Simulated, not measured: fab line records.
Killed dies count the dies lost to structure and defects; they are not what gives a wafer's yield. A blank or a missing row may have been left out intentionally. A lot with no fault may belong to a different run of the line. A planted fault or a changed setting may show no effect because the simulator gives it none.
Which tool was responsible? | flow nand_harc | at 1 step of a route of 1302, 12 lots with 36 wafers sampled

== WHAT THE GAUGES READ, wafer by wafer ==
NHARC_A_BLC_OVL_MEAS_11.
lot  | measured     | on         | overlay_x_nm (nm)
L074 | day 23 05:26 | overlay-01 | -1.0 -0.7 -0.9
L077 | day 24 21:47 | overlay-02 | 0.8 0.8 0.6
L078 | day 25 03:15 | overlay-01 | -1.2 -0.8 -1.1
L081 | day 25 09:17 | overlay-02 | -0.9 -0.4 -1.1
L083 | day 26 03:10 | overlay-01 | 0.2 0.6 1.2
L084 | day 27 00:24 | overlay-01 | -0.2 -0.1 -0.2
L088 | day 28 07:08 | overlay-01 | 0.3 0.7 0.6
L089 | day 28 13:28 | overlay-01 | 0.0 0.0 0.0
L091 | day 30 10:56 | overlay-01 | 0.9 0.4 0.5
L092 | day 30 21:20 | overlay-01 | -0.8 -0.9 -0.7
L094 | day 31 11:02 | overlay-02 | 0.2 0.3 -0.3
L097 | day 32 09:46 | overlay-02 | 0.2 0.3 -0.1

== WHICH TOOL RAN EACH LOT (tool, then ch and the chambers of the sampled wafers, then the start) ==
Before these readings, the record contains no process step.

== THE ANSWER, worked out from the rows above alone ==
Rule: the usual values come from the lots themselves. The widest of any qualifying gaps counts: lots, ordered by their means at a reading, are off when they make up no more than a third of the lots, leave a main group of 4 or more, and stand apart from it by 3 or more times the standard deviation of that group's means. A main group is skipped when, at the precision printed for the reading in the tables above, its means are all equal. A lot without any number at a reading at which 4 lots or more have one is off too. The other lots that the step has rows for count as sound.
No lot is off on any of the readings shown, so nothing can be concluded from this.

== WHAT THE SIMULATOR PUT IN ==
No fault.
